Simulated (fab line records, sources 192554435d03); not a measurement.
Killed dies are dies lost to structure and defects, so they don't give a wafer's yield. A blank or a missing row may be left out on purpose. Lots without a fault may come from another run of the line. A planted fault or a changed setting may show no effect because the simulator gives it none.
Chamber matching | flow n5_finfet | N5_BEOL_M0_SAQP_ETCH_83 on rie_diel-06: 4 sister chambers
The step etches SiARC in CF4, target depth 39 nm, time 65 s. 4 wafers are shown with their chamber, then 11 later ones without.

WAFERS WITH THEIR CHAMBER
wafer  | chamber | showerhead_plenum_p_Torr (Torr)
L084.1 | 0       | 2.11
L088.1 | 1       | 1.98
L088.4 | 2       | 2.23
L091.1 | 3       | 2.01

WAFERS WITHOUT THEIR CHAMBER
wafer  | showerhead_plenum_p_Torr (Torr)
L091.3 | 2.11
L091.4 | 1.98
L090.1 | 2.01
L090.2 | 2.22
L090.4 | 1.98
L092.2 | 2.11
L092.3 | 2.22
L092.5 | 1.98
L097.1 | 2.11
L097.3 | 2.01
L097.5 | 2.11

WHICH CHAMBER EACH WENT THROUGH
wafer  | from the rows above | in truth
L091.3 | 0                   | 0
L091.4 | 1                   | 1
L090.1 | 3                   | 3
L090.2 | 2                   | 2
L090.4 | 1                   | 1
L092.2 | 0                   | 0
L092.3 | 2                   | 2
L092.5 | 1                   | 1
L097.1 | 0                   | 0
L097.3 | 3                   | 3
L097.5 | 0                   | 0
Placed correctly: 11 of 11. Can't be placed from these rows: 0. Placed wrongly: 0.
How it was worked out, from the rows above alone: a wafer's distance from a chamber is the root of the sum, over the readings, of the square of ((its reading less the chamber's mean) divided by the reading's scatter). The wafer belongs to the nearest chamber; if the next one is less than 2 further off, it can't be placed. A chamber's mean is the mean of its shown wafers. The scatter: with one shown wafer a chamber, the root of the mean of the squares of how far each hidden wafer lies from its nearest shown one.
